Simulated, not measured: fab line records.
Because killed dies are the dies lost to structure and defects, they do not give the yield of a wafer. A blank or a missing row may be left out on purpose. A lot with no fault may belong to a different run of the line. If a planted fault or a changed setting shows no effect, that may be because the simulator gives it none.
Chamber matching    flow nandHarc    4 sister chambers for NHARC_A_STAIRCASE_TRIM_20 on rieDiel-10
The step chemistry O2, time 211.2 s. 4 wafers are shown with their chamber, then 9 later ones without.

## WAFERS WITH THEIR CHAMBER
wafer   chamber  showerheadPlenumPTorr (Torr)
L087.4  1        3.55
L088.2  2        3.31
L088.5  3        3.35
L088.6  0        3.38

## WAFERS WHOSE CHAMBER IS MISSING
wafer   showerheadPlenumPTorr (Torr)
L091.1  3.35
L091.2  3.55
L091.4  3.38
L090.3  3.31
L090.5  3.38
L090.6  3.35
L096.1  3.36
L096.2  3.33
L096.6  3.29

## THE CHAMBER EACH PASSED THROUGH
wafer   from the rows above      in truth
L091.1  3                        3
L091.2  1                        1
L091.4  0                        0
L090.3  2                        2
L090.5  0                        0
L090.6  3                        3
L096.1  can't be placed: 3 or 0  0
L096.2  can't be placed: 2 or 3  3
L096.6  2                        2
7 of 9 placed correctly. Unplaceable from these rows: 2, with the true chamber sitting among the candidates in 2. Number placed wrongly: 0.
How it was worked out, from the rows above alone: a wafer's distance from a chamber is the root of the sum, over the readings, of the square of ((its reading less the chamber's mean) divided by the reading's scatter). If the next closest chamber is less than 2 further off than the closest, the wafer can't be placed; otherwise it belongs to the closest. For every chamber, the mean is computed from those of its wafers that are shown. The scatter: with one shown wafer a chamber, the root of the mean of the squares of how far each hidden wafer lies from its nearest shown one.
